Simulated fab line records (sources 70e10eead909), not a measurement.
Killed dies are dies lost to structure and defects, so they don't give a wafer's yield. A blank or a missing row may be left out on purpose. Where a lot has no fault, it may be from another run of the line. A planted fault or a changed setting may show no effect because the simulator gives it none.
Chamber matching / flow nandHarc / NHARC_A_CONTACT_ETCH_91 on rieDiel-03 has 4 sister chambers
The step etches the open film in CH3F/O2, target depth 40 nm, time 85.7 s. 8 wafers are shown with their chamber, then 6 later ones without.

## WAFERS PAIRED WITH THEIR CHAMBERS
wafer=L176.6; chamber=1; showerheadPlenumPTorr (Torr)=2.35; drypumpMotorCurrentA (A)=6.2
wafer=L178.5; chamber=1; showerheadPlenumPTorr (Torr)=2.35; drypumpMotorCurrentA (A)=6.2
wafer=L178.6; chamber=2; showerheadPlenumPTorr (Torr)=2.52; drypumpMotorCurrentA (A)=6.2
wafer=L187.2; chamber=3; showerheadPlenumPTorr (Torr)=2.58; drypumpMotorCurrentA (A)=5.9
wafer=L187.6; chamber=2; showerheadPlenumPTorr (Torr)=2.51; drypumpMotorCurrentA (A)=6.2
wafer=L186.1; chamber=0; showerheadPlenumPTorr (Torr)=2.33; drypumpMotorCurrentA (A)=5.5
wafer=L186.5; chamber=3; showerheadPlenumPTorr (Torr)=2.58; drypumpMotorCurrentA (A)=5.9
wafer=L186.6; chamber=0; showerheadPlenumPTorr (Torr)=2.33; drypumpMotorCurrentA (A)=5.6

## WAFERS WHOSE CHAMBER IS MISSING
wafer=L193.3; showerheadPlenumPTorr (Torr)=2.32; drypumpMotorCurrentA (A)=5.6
wafer=L193.4; showerheadPlenumPTorr (Torr)=2.51; drypumpMotorCurrentA (A)=6.2
wafer=L193.6; showerheadPlenumPTorr (Torr)=2.33; drypumpMotorCurrentA (A)=5.6
wafer=L194.1; showerheadPlenumPTorr (Torr)=2.32; drypumpMotorCurrentA (A)=5.6
wafer=L194.2; showerheadPlenumPTorr (Torr)=2.57; drypumpMotorCurrentA (A)=5.9
wafer=L194.6; showerheadPlenumPTorr (Torr)=2.57; drypumpMotorCurrentA (A)=5.9

## CHAMBER TAKEN BY EACH
wafer=L193.3; from the rows above=0; in truth=0
wafer=L193.4; from the rows above=2; in truth=2
wafer=L193.6; from the rows above=0; in truth=0
wafer=L194.1; from the rows above=0; in truth=0
wafer=L194.2; from the rows above=3; in truth=3
wafer=L194.6; from the rows above=3; in truth=3
Correct placement for 6 of the 6. Not placeable from these rows: 0. Number placed wrongly: 0.
How it was worked out, from the rows above alone: a wafer's distance from a chamber is the root of the sum, over the readings, of the square of ((its reading less the chamber's mean) divided by the reading's scatter). The wafer belongs to the nearest chamber; if the next one is less than 2 further off, it can't be placed. For every chamber, the mean is computed from those of its wafers that are shown. How the scatter is found: for the shown wafers, subtract from each reading the mean of its chamber, square and add these, divide the total by (wafers less chambers), then take the root.
